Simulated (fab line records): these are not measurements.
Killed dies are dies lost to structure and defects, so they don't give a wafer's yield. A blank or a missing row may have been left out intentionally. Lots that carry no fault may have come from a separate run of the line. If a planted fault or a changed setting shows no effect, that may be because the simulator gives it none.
A struck lot beside a sound one :: flow n5_finfet :: 44 out of 1938 route steps
Sound: the wafers L126.1, L126.3, L126.6. Wafers L140.3, L140.6 were the ones struck. The cause is given at the end.
Each step with rows lists, per side, the tool, then ch with its chambers, then its first start. Under that, the readings that differ: sound wafers :: struck wafers :: difference of the means :: sigmas: that difference in standard deviations of wafers without a fault.
alike: readings with means less than 2 such deviations apart, plus words and numbers identical on both sides. not compared: withheld readings, readings lacking a value on some wafer, bounds such as >300 that could conceal the same value, and numbers that have no deviation in the record and whose values overlap.
Wherever a step has rows on one side only, a row that says differs or no value, or a row with sigmas, the two part there. Numbers that have no deviation but don't overlap get no sigmas and don't part them. Lack of a reading on every wafer of one side parts them only where that side has two or more wafers.

first, 5 steps without rows for these wafers: N5_BEOL_M5_ANNEAL_89 (time 1800 s); N5_BEOL_M5_SPUTTER_90 (material Cu, target thk 4.5 nm, time 8.29 s); N5_BEOL_M5_ECD_50 (material Cu, target thk 300 nm); N5_BEOL_M5_ANNEAL_51 (time 90 s); N5_BEOL_M5_CMP_52 (polishes, stops on SiCOH lowk, t overpolish 6.9 s, target thk 62 nm).
N5_BEOL_M5_THK_MEAS_53: measures by xrf.
  sound on film_metro-01 at day 10 04:36; struck on film_metro-01 at day 13 22:21
  alike: M5_THK
then, 1 step without rows for these wafers: N5_BEOL_M5_PRE_CLEAN_77 (time 15 s).
N5_BEOL_M5_CO_CAP_78: material Co, precursor CCTBA/H2, target thk 2 nm, time 102.1 s.
  sound on cvd_co-02 ch 1,2, day 10 04:41; struck on cvd_co-02 ch 2, day 13 22:26
  alike: heater_power_outer_w, heater_power_w
then, 1 step without rows for these wafers: N5_BEOL_M5_PRE_CLEAN_55 (time 15 s).
N5_BEOL_M5_DEP_56: deposits SiCN from 3MS/NH3, target thk 8 nm, time 14 s.
  sound on pecvd-03 ch 0,1, day 10 04:48; struck on pecvd-02 ch 1,2, day 13 22:32
reading: showerhead_plenum_p_Torr (Torr)
sound: 3.691 3.672 3.680
struck: 3.635 3.660
difference: -0.034
sigmas: -2
  alike: showerhead_vpp_V, throttle_valve_pct
N5_BEOL_M5_RS_MEAS_57: the measuring method here is four-point-probe.
  sound on film_metro-01 at day 10 04:52; struck on film_metro-02 at day 13 22:37
  alike: M5_RS
N5_BEOL_M5_INSPECT_58: inspects for defects (darkfield).
  sound on defect_inspect-02 at day 10 04:53; struck on defect_inspect-01 at day 13 22:38
  alike: raw_defect_count
N5_BEOL_M6_ILD_DEP_00: deposits SiCOH lowk from DEMS/porogen, target thk 179.75 nm, time 33.4 s.
  sound on pecvd-04 ch 1,2, day 10 04:56; struck on pecvd-04 ch 0, day 13 22:40
reading: throttle_valve_pct (%)
sound: 13.7 13.6 13.9
struck: 15.7 15.9
difference: +2.1
sigmas: +3

reading: model.SiCOH_lowk_of_BEOL_M6_ILD_DEP_00.thk_nm (nm)
sound: 175.6 178.2 179
struck: 157.4 159
difference: -19.4
sigmas: 
  alike: heater_power_outer_w, heater_power_w, showerhead_plenum_p_Torr, showerhead_vpp_V
then, 1 step without rows for these wafers: N5_BEOL_M6_CURE_74 (cures SiCOH lowk, time 240 s).
N5_BEOL_M6_THK_MEAS_01:
  sound on film_metro-01 at day 10 05:30; struck on film_metro-01 at day 13 23:44
reading: M6_ILD_THK (nm)
sound: 151.3 153.6 154.4
struck: 135.6 137.1
difference: -16.8
sigmas: -7
N5_BEOL_M6_PECVD_70: deposits SiO2 from TEOS/O2, target thk 20 nm, time 22.7 s.
  sound on pecvd-02 ch 0,2, day 10 05:32; struck on pecvd-02 ch 0,2, day 13 23:46
  alike: heater_power_outer_w, heater_power_w, showerhead_plenum_p_Torr, showerhead_vpp_V, throttle_valve_pct
then, 9 steps without rows for these wafers: N5_BEOL_M6_HM_DEP_02 (deposits TiN, target thk 20 nm); N5_BEOL_M6_COAT_59 (time 60 s, resist thk 100 nm); N5_BEOL_M6_COAT_60 (time 60 s, resist thk 35 nm); N5_BEOL_M6_COAT_05 (resist thk 90 nm); N5_BEOL_M6_EBR_07; N5_BEOL_M6_SOFTBAKE_06 (time 60 s); N5_BEOL_M6_EXPOSE_08 (exposes mask M6); N5_BEOL_M6_PEB_09 (peb time 60 s); N5_BEOL_M6_DEVELOP_10 (develop time 30 s).
N5_BEOL_M6_CD_MEAS_11 targets a cd of 38.5 nm.
  sound on cd_sem-01 ch 0, day 10 07:00; struck on cd_sem-01 ch 0, day 14 02:08
  alike: cd_nm
N5_BEOL_M6_OVL_MEAS_12:
  sound on overlay-02 ch 0, day 10 07:02; struck on overlay-01 ch 0, day 14 02:10
  alike: M6_OVL
N5_BEOL_M6_INSPECT_13: inspects for defects (brightfield).
  sound on defect_inspect-01 at day 10 07:03; struck on defect_inspect-01 at day 14 02:11
  alike: raw_defect_count
then, 4 steps without rows for these wafers: N5_BEOL_M6_DESCUM_16 (chemistry O2, time 7.9 s); N5_BEOL_M6_ETCH_61 (etches SiARC in CF4, target depth 45.5 nm, time 75.8 s); N5_BEOL_M6_ETCH_62 (etches SOC in N2/H2, target depth 110 nm, overetch 22 nm, time 165 s); N5_BEOL_M6_STRIP_68 (strips in N2/H2).
N5_BEOL_M6_STRIP_67: strips in CF4.
  sound on rie_diel-01 ch 1,2,3, day 10 07:19; struck on rie_diel-01 ch 2,3, day 14 02:29
  alike: drypump_motor_current_A, oes_product_au, rf_vpp_V, showerhead_plenum_p_Torr, throttle_valve_pct
  not compared: rf_hours_counter_h
then, 1 step without rows for these wafers: N5_BEOL_M6_HM_OPEN_17 (chemistry Cl2/BCl3, target TiN, target depth 20 nm, overetch 6 nm).
N5_BEOL_M6_STRIP_19: strips in O2.
  sound on rie_diel-03 ch 0,1,3, day 10 07:38; struck on rie_diel-01 ch 0,2, day 14 02:46
  alike: drypump_motor_current_A, oes_product_au, rf_vpp_V, showerhead_plenum_p_Torr, throttle_valve_pct
  not compared: rf_hours_counter_h
N5_BEOL_M6_CD_MEAS_18: pitch 80 nm, target cd 40 nm.
  sound on cd_sem-03 at day 10 07:42; struck on cd_sem-03 at day 14 02:50
reading: cd_nm (nm)
sound: 40.9 41.7 39.8
struck: 39.2 39.4
difference: -1.5
sigmas: -2
then, 6 steps without rows for these wafers: N5_BEOL_M6_COAT_63 (time 60 s, resist thk 60 nm); N5_BEOL_M6_COAT_64 (time 60 s, resist thk 12 nm); N5_BEOL_M6_COAT_71 (time 60 s, resist thk 5 nm); N5_BEOL_M6_COAT_22 (resist thk 30 nm); N5_BEOL_M6_EBR_24; N5_BEOL_M6_SOFTBAKE_23 (time 60 s).
N5_BEOL_M6_CMP_52: polishes, stops on SiCOH lowk, t overpolish 6.9 s, target thk 80 nm.
  sound on cmp-03 ch 0,1,3, day 10 11:23; struck on cmp-03 ch 0,1, day 14 07:49
reading: model.SiCOH_lowk_of_BEOL_M6_ILD_DEP_00.thk_nm (nm)
sound: 148.4 150.8 151.4
struck: 132.6 134
difference: -16.9
sigmas: 
  alike: motor_current_A
then, 1 step without rows for these wafers: N5_PASSIVATION_PROBE_49.

== WHERE THEY PART ==
Last at N5_BEOL_M6_CD_MEAS_18 as far as this record goes, first at N5_BEOL_M5_DEP_56. Later steps at which nothing parts them and some readings are alike: N5_BEOL_M6_CMP_52.

WHY: whatever the simulator had introduced
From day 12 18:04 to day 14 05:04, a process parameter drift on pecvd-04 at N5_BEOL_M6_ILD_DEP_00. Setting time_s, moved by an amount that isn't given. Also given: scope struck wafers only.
